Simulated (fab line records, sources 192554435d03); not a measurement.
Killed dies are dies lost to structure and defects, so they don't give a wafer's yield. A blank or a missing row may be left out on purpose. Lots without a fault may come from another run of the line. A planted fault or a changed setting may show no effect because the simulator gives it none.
Which tool did it? | flow n5_finfet | 24 lots, 72 wafers sampled, at 6 steps of a route of 1938

WHAT THE GAUGES READ, wafer by wafer
The record holds no reading of a measuring or inspecting step that can be judged against a usual standard deviation.

WHICH TOOL RAN EACH LOT (tool, then ch and the chambers of the sampled wafers, then the start)
lot  | N5_BEOL_M3_ALD_84                   | N5_BEOL_M3_SURFACE_TREAT_85  | N5_BEOL_M3_SPUTTER_81        | N5_BEOL_M3_ANNEAL_87         | N5_BEOL_M3_ANNEAL_89         | N5_BEOL_M3_SPUTTER_90
L074 | ald_metal-02 ch 1,2,3, day 8 05:56  | pvd_sputter-03, day 8 06:23  | pvd_sputter-03, day 8 07:25  | pvd_sputter-03, day 8 07:43  | pvd_sputter-03, day 8 07:56  | pvd_sputter-03, day 8 08:04
L075 | ald_metal-02 ch 0,1, day 8 10:31    | pvd_sputter-02, day 8 10:44  | pvd_sputter-01, day 8 11:43  | pvd_sputter-01, day 8 12:01  | pvd_sputter-01, day 8 12:14  | pvd_sputter-01, day 8 12:22
L076 | ald_metal-02 ch 0,1, day 8 23:09    | pvd_sputter-02, day 8 23:23  | pvd_sputter-01, day 9 00:15  | pvd_sputter-01, day 9 00:33  | pvd_sputter-01, day 9 00:46  | pvd_sputter-01, day 9 00:55
L077 | ald_metal-03 ch 1,3, day 9 01:56    | pvd_sputter-03, day 9 02:13  | pvd_sputter-03, day 9 02:53  | pvd_sputter-03, day 9 03:11  | pvd_sputter-03, day 9 03:25  | pvd_sputter-03, day 9 03:33
L078 | ald_metal-01 ch 1,3, day 9 02:08    | pvd_sputter-02, day 9 02:23  | pvd_sputter-02, day 9 03:20  | pvd_sputter-02, day 9 03:40  | pvd_sputter-02, day 9 03:55  | pvd_sputter-02, day 9 04:05
L079 | ald_metal-03 ch 0,2,3, day 9 02:14  | pvd_sputter-01, day 9 02:29  | pvd_sputter-03, day 9 04:49  | pvd_sputter-03, day 9 05:07  | pvd_sputter-03, day 9 05:20  | pvd_sputter-03, day 9 05:28
L080 | ald_metal-03 ch 0,1,2, day 9 22:07  | pvd_sputter-03, day 9 22:31  | pvd_sputter-03, day 9 23:28  | pvd_sputter-03, day 9 23:47  | pvd_sputter-03, day 10 00:01 | pvd_sputter-03, day 10 00:09
L081 | ald_metal-03 ch 0,3, day 10 01:32   | pvd_sputter-01, day 10 01:50 | pvd_sputter-01, day 10 02:37 | pvd_sputter-01, day 10 02:55 | pvd_sputter-01, day 10 03:08 | pvd_sputter-01, day 10 03:16
L082 | ald_metal-01 ch 2,3, day 10 06:37   | pvd_sputter-03, day 10 06:52 | pvd_sputter-03, day 10 07:31 | pvd_sputter-03, day 10 07:49 | pvd_sputter-03, day 10 08:02 | pvd_sputter-03, day 10 08:11
L085 | ald_metal-02 ch 0,2,3, day 10 09:18 | pvd_sputter-03, day 10 09:38 | pvd_sputter-02, day 10 10:19 | pvd_sputter-02, day 10 10:37 | pvd_sputter-02, day 10 10:50 | pvd_sputter-02, day 10 10:59
L083 | ald_metal-03 ch 0,1,2, day 10 12:23 | pvd_sputter-02, day 10 12:37 | pvd_sputter-02, day 10 13:19 | pvd_sputter-02, day 10 13:37 | pvd_sputter-02, day 10 13:50 | pvd_sputter-02, day 10 13:59
L084 | ald_metal-01 ch 1,2,3, day 10 20:08 | pvd_sputter-01, day 10 20:25 | pvd_sputter-01, day 10 21:10 | pvd_sputter-01, day 10 21:28 | pvd_sputter-01, day 10 21:41 | pvd_sputter-01, day 10 21:50
L087 | ald_metal-01 ch 0,1,2, day 11 03:19 | pvd_sputter-03, day 11 03:32 | pvd_sputter-02, day 11 04:17 | pvd_sputter-02, day 11 04:35 | pvd_sputter-02, day 11 04:48 | pvd_sputter-02, day 11 04:56
L086 | ald_metal-01 ch 0,1, day 11 04:46   | pvd_sputter-03, day 11 05:01 | pvd_sputter-03, day 11 06:05 | pvd_sputter-03, day 11 06:23 | pvd_sputter-03, day 11 06:36 | pvd_sputter-03, day 11 06:44
L089 | ald_metal-03 ch 1,2,3, day 11 08:18 | pvd_sputter-03, day 11 08:34 | pvd_sputter-03, day 11 11:19 | pvd_sputter-03, day 11 11:37 | pvd_sputter-03, day 11 11:50 | pvd_sputter-03, day 11 11:59
L088 | ald_metal-01 ch 1,3, day 11 18:26   | pvd_sputter-01, day 11 18:43 | pvd_sputter-01, day 11 19:25 | pvd_sputter-01, day 11 19:43 | pvd_sputter-01, day 11 19:56 | pvd_sputter-01, day 11 20:05
L090 | ald_metal-01 ch 1,2, day 11 22:56   | pvd_sputter-03, day 11 23:16 | pvd_sputter-01, day 12 00:05 | pvd_sputter-01, day 12 00:25 | pvd_sputter-01, day 12 00:38 | pvd_sputter-01, day 12 00:47
L091 | ald_metal-03 ch 0,2,3, day 12 02:43 | pvd_sputter-03, day 12 02:59 | pvd_sputter-01, day 12 03:41 | pvd_sputter-01, day 12 03:59 | pvd_sputter-01, day 12 04:12 | pvd_sputter-01, day 12 04:20
L092 | ald_metal-01 ch 0,1,2, day 13 03:07 | pvd_sputter-01, day 13 03:20 | pvd_sputter-02, day 13 04:04 | pvd_sputter-02, day 13 04:22 | pvd_sputter-02, day 13 04:35 | pvd_sputter-02, day 13 04:43
L094 | ald_metal-02 ch 2,3, day 13 03:16   | pvd_sputter-01, day 13 03:30 | pvd_sputter-01, day 13 04:16 | pvd_sputter-01, day 13 04:34 | pvd_sputter-01, day 13 04:47 | pvd_sputter-01, day 13 04:55
L093 | ald_metal-03 ch 0,1, day 13 03:19   | pvd_sputter-01, day 13 03:32 | pvd_sputter-03, day 13 05:49 | pvd_sputter-03, day 13 06:07 | pvd_sputter-03, day 13 06:20 | pvd_sputter-03, day 13 06:29
L095 | ald_metal-02 ch 0,1,3, day 13 17:08 | pvd_sputter-03, day 13 17:27 | pvd_sputter-03, day 13 18:13 | pvd_sputter-03, day 13 18:31 | pvd_sputter-03, day 13 18:44 | pvd_sputter-03, day 13 18:52
L096 | ald_metal-02 ch 0,1,2, day 13 19:25 | pvd_sputter-01, day 13 19:46 | pvd_sputter-01, day 13 20:29 | pvd_sputter-01, day 13 20:47 | pvd_sputter-01, day 13 21:00 | pvd_sputter-01, day 13 21:08
L097 | ald_metal-01 ch 0,3, day 14 04:19   | pvd_sputter-02, day 14 04:34 | pvd_sputter-01, day 14 05:17 | pvd_sputter-01, day 14 05:35 | pvd_sputter-01, day 14 05:49 | pvd_sputter-01, day 14 05:57
- N5_BEOL_M3_ALD_84: deposits TaN, pulse time 2 s, purge time 3 s, co reactant purge time 2 s.
- N5_BEOL_M3_SURFACE_TREAT_85
- N5_BEOL_M3_SPUTTER_81: material Cu, target thk 4.5 nm, time 8.29 s.
- N5_BEOL_M3_ANNEAL_87: time 240 s.
- N5_BEOL_M3_ANNEAL_89: time 240 s.
- N5_BEOL_M3_SPUTTER_90: material Cu, target thk 4.5 nm, time 8.29 s.

WHAT THE TOOLS THEMSELVES READ (means of the sampled wafers that have a number; where no wafer has one, the mark that the record gives instead)
N5_BEOL_M3_ALD_84.
lot  | tool         | heater_power_w (W) | precursor_vessel_temp_c (C)
L074 | ald_metal-02 | 366                | 75.17
L075 | ald_metal-02 | 371                | 75.03
L076 | ald_metal-02 | 365                | 75.07
L077 | ald_metal-03 | 435                | 74.95
L078 | ald_metal-01 | 412                | 75.07
L079 | ald_metal-03 | 411                | 75.12
L080 | ald_metal-03 | 418                | 74.89
L081 | ald_metal-03 | 373                | 75.07
L082 | ald_metal-01 | 441                | 74.96
L085 | ald_metal-02 | 347                | 75.04
L083 | ald_metal-03 | 427                | 74.98
L084 | ald_metal-01 | 434                | 75.02
L087 | ald_metal-01 | 464                | 75.03
L086 | ald_metal-01 | 463                | 74.85
L089 | ald_metal-03 | 440                | 75.03
L088 | ald_metal-01 | 435                | 75.08
L090 | ald_metal-01 | 463                | 74.96
L091 | ald_metal-03 | 417                | 75.05
L092 | ald_metal-01 | 474                | 75.07
L094 | ald_metal-02 | 358                | 74.84
L093 | ald_metal-03 | 397                | 74.97
L095 | ald_metal-02 | 366                | 75.05
L096 | ald_metal-02 | 358                | 75.15
L097 | ald_metal-01 | 464                | 74.94

N5_BEOL_M3_SPUTTER_81.
lot  | tool           | throttle_valve_pct (%)
L074 | pvd_sputter-03 | 29.0
L075 | pvd_sputter-01 | 32.0
L076 | pvd_sputter-01 | 29.9
L077 | pvd_sputter-03 | 28.8
L078 | pvd_sputter-02 | 29.5
L079 | pvd_sputter-03 | 29.6
L080 | pvd_sputter-03 | 29.6
L081 | pvd_sputter-01 | 30.4
L082 | pvd_sputter-03 | 29.6
L085 | pvd_sputter-02 | 30.6
L083 | pvd_sputter-02 | 29.8
L084 | pvd_sputter-01 | 31.6
L087 | pvd_sputter-02 | 29.8
L086 | pvd_sputter-03 | 29.9
L089 | pvd_sputter-03 | 28.8
L088 | pvd_sputter-01 | 32.8
L090 | pvd_sputter-01 | 31.4
L091 | pvd_sputter-01 | 30.5
L092 | pvd_sputter-02 | 30.0
L094 | pvd_sputter-01 | 32.6
L093 | pvd_sputter-03 | 29.5
L095 | pvd_sputter-03 | 29.6
L096 | pvd_sputter-01 | 30.3
L097 | pvd_sputter-01 | 32.1

N5_BEOL_M3_ANNEAL_87.
lot  | tool           | heater_power_w (W)
L074 | pvd_sputter-03 | 806
L075 | pvd_sputter-01 | 730
L076 | pvd_sputter-01 | 857
L077 | pvd_sputter-03 | 806
L078 | pvd_sputter-02 | 842
L079 | pvd_sputter-03 | 763
L080 | pvd_sputter-03 | 785
L081 | pvd_sputter-01 | 788
L082 | pvd_sputter-03 | 782
L085 | pvd_sputter-02 | 725
L083 | pvd_sputter-02 | 735
L084 | pvd_sputter-01 | 767
L087 | pvd_sputter-02 | 737
L086 | pvd_sputter-03 | 780
L089 | pvd_sputter-03 | 802
L088 | pvd_sputter-01 | 807
L090 | pvd_sputter-01 | 846
L091 | pvd_sputter-01 | 788
L092 | pvd_sputter-02 | 789
L094 | pvd_sputter-01 | 840
L093 | pvd_sputter-03 | 784
L095 | pvd_sputter-03 | 779
L096 | pvd_sputter-01 | 794
L097 | pvd_sputter-01 | 918

N5_BEOL_M3_ANNEAL_89.
lot  | tool           | heater_power_w (W)
L074 | pvd_sputter-03 | 805
L075 | pvd_sputter-01 | 731
L076 | pvd_sputter-01 | 861
L077 | pvd_sputter-03 | 815
L078 | pvd_sputter-02 | 838
L079 | pvd_sputter-03 | 784
L080 | pvd_sputter-03 | 778
L081 | pvd_sputter-01 | 780
L082 | pvd_sputter-03 | 776
L085 | pvd_sputter-02 | 709
L083 | pvd_sputter-02 | 729
L084 | pvd_sputter-01 | 771
L087 | pvd_sputter-02 | 725
L086 | pvd_sputter-03 | 772
L089 | pvd_sputter-03 | 820
L088 | pvd_sputter-01 | 818
L090 | pvd_sputter-01 | 846
L091 | pvd_sputter-01 | 789
L092 | pvd_sputter-02 | 782
L094 | pvd_sputter-01 | 839
L093 | pvd_sputter-03 | 788
L095 | pvd_sputter-03 | 771
L096 | pvd_sputter-01 | 782
L097 | pvd_sputter-01 | 918

N5_BEOL_M3_SPUTTER_90.
lot  | tool           | throttle_valve_pct (%)
L074 | pvd_sputter-03 | 29.0
L075 | pvd_sputter-01 | 31.9
L076 | pvd_sputter-01 | 30.0
L077 | pvd_sputter-03 | 28.8
L078 | pvd_sputter-02 | 29.4
L079 | pvd_sputter-03 | 29.6
L080 | pvd_sputter-03 | 29.7
L081 | pvd_sputter-01 | 30.4
L082 | pvd_sputter-03 | 29.5
L085 | pvd_sputter-02 | 30.3
L083 | pvd_sputter-02 | 29.9
L084 | pvd_sputter-01 | 31.7
L087 | pvd_sputter-02 | 29.7
L086 | pvd_sputter-03 | 29.9
L089 | pvd_sputter-03 | 28.9
L088 | pvd_sputter-01 | 32.7
L090 | pvd_sputter-01 | 31.4
L091 | pvd_sputter-01 | 30.5
L092 | pvd_sputter-02 | 30.1
L094 | pvd_sputter-01 | 32.4
L093 | pvd_sputter-03 | 29.4
L095 | pvd_sputter-03 | 29.7
L096 | pvd_sputter-01 | 30.3
L097 | pvd_sputter-01 | 32.1

THE ANSWER, worked out from the rows above alone
Rule: what is usual is taken from the lots themselves. Put in order of their means at a reading, lots are off if they are a third of the lots or fewer, leave a main group of 4 or more, and stand apart from it by a gap of 3 or more times the standard deviation of the main group's means; of several such gaps the widest counts. A main group whose means are all the same, to the digits that the tables above print for the reading, isn't used. A lot without any number at a reading at which 4 lots or more have one is off too. The other lots that the step has rows for count as sound. The gauges are gone through in route order, then the tools' own readings, and for those a lot's mean is taken as printed above. The first step at which some lot is off is used, and at that step the reading that is off furthest; a lot without a number counts as furthest.
No lot is off at any reading shown: from this, nothing can be told.

WHAT THE SIMULATOR HAD PUT IN
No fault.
